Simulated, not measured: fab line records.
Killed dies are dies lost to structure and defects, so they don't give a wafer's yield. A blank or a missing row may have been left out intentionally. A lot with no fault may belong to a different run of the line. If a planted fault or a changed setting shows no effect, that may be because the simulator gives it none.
Which tool is to blame? -- flow n5-finfet -- 9 lots, 24 wafers sampled, at 8 steps of a route of 1938

## WHAT THE GAUGES READ, wafer by wafer
N5_BEOL_M4_RC_MEAS_101. Usual: DIBL_N 37.2 mV/V, standard deviation 2.1; DIBL_P 37.3 mV/V, standard deviation 2.3; IOFF_N 0.18 nA/um, standard deviation 0.041; IOFF_P 0.24 nA/um, standard deviation 0.042; ION_N 680 uA/um, standard deviation 13; ION_P 466 uA/um, standard deviation 7.7; SS_N 71.8 mV/dec, standard deviation 0.68; SS_P 73.5 mV/dec, standard deviation 0.66; VT_N 249 mV, standard deviation 3.6; VT_P -248 mV, standard deviation 3.4.
lot,measured,on,DIBL_N (mV/V),DIBL_P (mV/V),IOFF_N (nA/um),IOFF_P (nA/um),ION_N (uA/um),ION_P (uA/um),SS_N (mV/dec),SS_P (mV/dec),VT_N (mV),VT_P (mV),flag
L331,day 8 14:06,prober-01,38.8 37.1 38.4,39.0 37.3 38.6,0.22 0.19 0.21,0.26 0.22 0.25,688 686 702,462 463 467,72.4 72.2 72.2,73.5 73.2 73.4,248 247 245,-249 -251 -248,
L330,day 8 17:01,prober-01,34.4 33.4 35.9,34.0 33.2 36.3,0.15 0.13 0.18,0.20 0.17 0.23,677 665 684,472 455 463,70.9 70.7 71.7,73.2 73.0 73.2,249 250 245,-249 -254 -247,
L334,day 9 13:08,prober-02,39.4 35.0 35.1,39.2 33.6 34.5,0.25 0.14 0.15,0.30 0.21 0.23,694 656 679,472 460 471,72.9 71.2 70.9,73.9 72.8 73.0,243 252 248,-246 -249 -248,
L342,day 11 15:17,prober-02,36.7 36.2,37.1 35.6,0.18 0.15,0.24 0.21,676 671,463 463,72.5 72.3,73.6 73.4,247 251,-246 -248,
L344,day 11 21:05,prober-02,38.8 36.3 38.8,39.7 36.9 39.1,0.18 0.14 0.19,0.22 0.18 0.21,674 662 680,452 447 457,71.9 71.5 72.1,74.1 73.4 73.1,250 252 248,-254 -256 -252,
L345,day 12 07:14,prober-02,34.8 36.9 35.8,34.9 38.3 37.3,0.13 0.16 0.15,0.19 0.25 0.23,678 687 685,467 475 470,71.0 71.2 71.2,72.9 73.7 72.9,255 251 252,-248 -245 -249,
L351,day 14 20:22,prober-01,33.0 34.9,34.6 36.7,0.12 0.14,0.19 0.23,675 666,472 466,70.5 71.6,72.3 72.7,250 252,-252 -248,
L350,day 14 21:18,prober-02,35.5 36.6 38.1,36.1 37.3 39.4,0.15 0.17 0.23,0.19 0.22 0.26,678 667 704,459 457 473,71.7 71.9 72.0,73.9 74.1 74.4,251 248 242,-252 -249 -248,
L352,day 15 00:02,prober-02,37.5 38.1,36.9 37.8,0.18 0.20,0.25 0.27,675 677,466 463,72.0 72.2,73.6 74.2,251 248,-249 -245,

N5_BEOL_M6_OVL_MEAS_29. Usual: V5_OVL gives 0.0 nm (standard deviation 0.71).
lot,measured,on,V5_OVL (nm),flag
L331,day 9 04:37,overlay-02,-0.8 -1.5 -0.2,
L330,day 9 11:02,overlay-02,-1.3 -0.8 -1.1,
L334,day 10 07:10,overlay-02,0.3 -0.1 -0.4,
L342,day 12 05:34,overlay-02,-0.4 -0.1,
L344,day 12 20:35,overlay-02,1.0 1.4 1.5,
L345,day 13 11:53,overlay-02,-1.0 0.0 -0.3,
L351,day 15 15:26,overlay-02,0.1 -0.1,
L350,day 15 15:29,overlay-02,1.0 0.1 1.0,
L352,day 15 17:07,overlay-01,0.9 1.1,

N5_BEOL_M6_OCD_MEAS_38. Usual: trench-depth-nm reads 95.0 nm (standard deviation 1.8).
lot,measured,on,trench-depth-nm (nm),flag
L331,day 9 05:07,ocd-02,95.8 93.7 96.1,
L330,day 9 11:46,ocd-02,98.2 94.5 94.0,
L334,day 10 07:43,ocd-02,93.8 97.5 94.2,
L342,day 12 06:04,ocd-01,140.0 96.0,OFF
L344,day 12 21:07,ocd-02,93.8 91.9 138.9,OFF
L345,day 13 12:31,ocd-02,94.5 96.6 95.4,
L351,day 15 15:58,ocd-01,94.0 93.8,
L350,day 15 16:01,ocd-02,95.4 97.0 93.5,
L352,day 15 17:43,ocd-01,96.1 92.9,

N5_BEOL_M6_THK_MEAS_53: measures by xrf. Usual: M6_THK gives 80.3 nm (standard deviation 1.9).
lot,measured,on,M6_THK (nm),flag
L331,day 9 08:59,film-metro-02,82.5 80.1 80.6,
L330,day 9 14:09,film-metro-01,84.7 80.2 78.2,
L334,day 10 10:16,film-metro-02,79.7 82.0 79.4,
L342,day 12 08:58,film-metro-02,126.0 82.3,OFF
L344,day 13 01:25,film-metro-01,79.3 79.8 123.6,OFF
L345,day 13 15:34,film-metro-01,80.6 83.2 80.0,
L351,day 15 18:39,film-metro-02,80.3 80.5,
L350,day 15 18:53,film-metro-02,80.7 81.2 78.3,
L352,day 15 21:44,film-metro-01,81.6 78.8,

N5_BEOL_M6_RS_MEAS_57: uses a four-point probe to measure. Usual: M6_RS gives 0.285 ohm/sq (standard deviation 0.0084).
lot,measured,on,M6_RS (ohm/sq),flag
L331,day 9 09:07,film-metro-01,0.278 0.286 0.283,
L330,day 9 14:17,film-metro-02,0.267 0.286 0.294,
L334,day 10 10:23,film-metro-02,0.286 0.276 0.286,
L342,day 12 09:05,film-metro-02,0.170 0.278,OFF
L344,day 13 01:32,film-metro-02,0.291 0.290 0.175,OFF
L345,day 13 15:42,film-metro-01,0.285 0.276 0.288,
L351,day 15 18:47,film-metro-02,0.287 0.286,
L350,day 15 19:01,film-metro-02,0.283 0.283 0.295,
L352,day 15 21:52,film-metro-01,0.277 0.290,

## WHICH TOOL RAN EACH LOT (tool, then ch and the chambers of the sampled wafers, then the start)
lot,N5_BEOL_M6_ETCH_65,N5_BEOL_M6_TRENCH_ETCH_37,N5_BEOL_M6_DEGAS_44
L331,"rie-diel-04 ch 1,2, day 9 04:45","rie-diel-04 ch 1,2, day 9 04:58","pvd-sputter-02, day 9 05:46"
L330,"rie-diel-06 ch 0,2, day 9 11:23","rie-diel-06 ch 0,2, day 9 11:37","pvd-sputter-02, day 9 12:19"
L334,"rie-diel-06 ch 0,1,3, day 10 07:20","rie-diel-06 ch 0,1,3, day 10 07:34","pvd-sputter-03, day 10 08:31"
L342,"rie-diel-06 ch 0,2, day 12 05:41","rie-diel-06 ch 0,2, day 12 05:55","pvd-sputter-02, day 12 07:19"
L344,"rie-diel-06 ch 1,2,3, day 12 20:44","rie-diel-06 ch 1,2,3, day 12 20:58","pvd-sputter-03, day 12 22:09"
L345,"rie-diel-04 ch 0,2,3, day 13 12:08","rie-diel-04 ch 0,2,3, day 13 12:21","pvd-sputter-02, day 13 13:20"
L351,"rie-diel-04 ch 0,1, day 15 15:35","rie-diel-04 ch 0,1, day 15 15:49","pvd-sputter-02, day 15 17:06"
L350,"rie-diel-06 ch 0,1,3, day 15 15:38","rie-diel-06 ch 0,1,3, day 15 15:51","pvd-sputter-02, day 15 17:16"
L352,"rie-diel-06 ch 1,2, day 15 17:21","rie-diel-06 ch 1,2, day 15 17:34","pvd-sputter-01, day 15 20:07"
- N5_BEOL_M6_ETCH_65: etches SiARC in CF4, target depth 15.6 nm, time 26 s.
- N5_BEOL_M6_TRENCH_ETCH_37: etches SiCOH lowk in C4F6/O2, target depth 94.435 nm, time 31.5 s.
- N5_BEOL_M6_DEGAS_44: time 60 s.

## AS READ BY THE TOOLS THEMSELVES (means over the sampled wafers that have a number; for cases with no such wafer, the mark the record gives instead)
N5_BEOL_M6_ETCH_65. Usual: cf4-flow-sccm 100.0 sccm, standard deviation 0.3; drypump-motor-current-A 5.6 A, standard deviation 0.47; etch-rf-on-time-s 25.7 s, standard deviation 0.61; oes-product-au 0.68 a.u., standard deviation 0.067; rf-vpp-V 184.1 V, standard deviation 1.3; showerhead-plenum-p-Torr 2.15 Torr, standard deviation 0.079; throttle-valve-pct 15.61 %, standard deviation 0.24.
lot,tool,cf4-flow-sccm (sccm),drypump-motor-current-A (A),etch-rf-on-time-s (s),oes-product-au (a.u.),rf-vpp-V (V),showerhead-plenum-p-Torr (Torr),throttle-valve-pct (%),flag
L331,rie-diel-04,99.9,5.8,25.4,0.67,184.9,2.18,15.56,
L330,rie-diel-06,100.1,5.2,26.1,0.64,183.7,2.17,15.51,
L334,rie-diel-06,100.0,5.9,25.7,0.69,184.3,2.19,15.71,
L342,rie-diel-06,100.0,5.4,25.2,0.78,184.7,2.19,15.36,
L344,rie-diel-06,99.9,5.6,26.1,0.69,183.6,2.13,15.51,
L345,rie-diel-04,99.8,5.4,25.3,0.65,183.6,2.12,15.69,
L351,rie-diel-04,100.2,5.3,26.2,0.61,183.7,2.17,15.50,
L350,rie-diel-06,100.0,5.9,25.9,0.65,185.0,2.17,15.80,
L352,rie-diel-06,99.9,5.4,25.8,0.69,182.6,2.07,15.42,

N5_BEOL_M6_TRENCH_ETCH_37. Usual: drypump-motor-current-A 5.6 A, standard deviation 0.47; oes_o_777_au 0.79 a.u., standard deviation 0.077; oes-product-au 0.79 a.u., standard deviation 0.079; rf-vpp-V 672 V, standard deviation 18; showerhead-plenum-p-Torr 2.86 Torr, standard deviation 0.1; throttle-valve-pct 20.91 %, standard deviation 0.27.
lot,tool,drypump-motor-current-A (A),oes_o_777_au (a.u.),oes-product-au (a.u.),rf-vpp-V (V),showerhead-plenum-p-Torr (Torr),throttle-valve-pct (%),flag
L331,rie-diel-04,5.8,0.80,0.78,683,2.90,20.92,
L330,rie-diel-06,5.2,0.76,0.76,668,2.86,20.68,
L334,rie-diel-06,5.9,0.80,0.81,664,2.91,21.02,
L342,rie-diel-06,5.4,0.90,1.04,661,2.89,20.66,OFF
L344,rie-diel-06,5.6,0.82,0.90,675,2.82,20.80,
L345,rie-diel-04,5.4,0.77,0.76,678,2.81,21.02,
L351,rie-diel-04,5.3,0.71,0.72,693,2.88,20.77,
L350,rie-diel-06,5.9,0.76,0.76,663,2.89,21.09,
L352,rie-diel-06,5.4,0.80,0.81,682,2.74,20.66,

N5_BEOL_M6_DEGAS_44. Usual: heater-power-w reads 332 W (standard deviation 30).
lot,tool,heater-power-w (W),flag
L331,pvd-sputter-02,325,
L330,pvd-sputter-02,320,
L334,pvd-sputter-03,306,
L342,pvd-sputter-02,346,
L344,pvd-sputter-03,325,
L345,pvd-sputter-02,326,
L351,pvd-sputter-02,348,
L350,pvd-sputter-02,339,
L352,pvd-sputter-01,322,

## THE ANSWER, worked out from the rows above alone
Rule: lot off if the mean of its wafers having a number is beyond 3 standard deviations from the usual mean. Also off: a lot with no number at a reading for which 4 or more lots have one. Where the step has rows for the other lots, those lots are counted as sound. The gauges are gone through in route order, then the tools' own readings, and for those a lot's mean is taken as printed above. At the first step where some lot is off, the reading lying furthest off is the one used; lots without a number count as furthest.
Off: L342, L344 (N5_BEOL_M6_OCD_MEAS_38, trench-depth-nm).
If a tool, at a process step before that reading, ran all the lots that are off and no sound lot after the first of them, it fits. Not tried: the gauges at N5_BEOL_M6_OCD_MEAS_38; whatever is off there is also off at N5_BEOL_M6_THK_MEAS_53, on other tools, and gauge error can't account for it. None of those tried fits.

## WHAT THE SIMULATOR PUT IN
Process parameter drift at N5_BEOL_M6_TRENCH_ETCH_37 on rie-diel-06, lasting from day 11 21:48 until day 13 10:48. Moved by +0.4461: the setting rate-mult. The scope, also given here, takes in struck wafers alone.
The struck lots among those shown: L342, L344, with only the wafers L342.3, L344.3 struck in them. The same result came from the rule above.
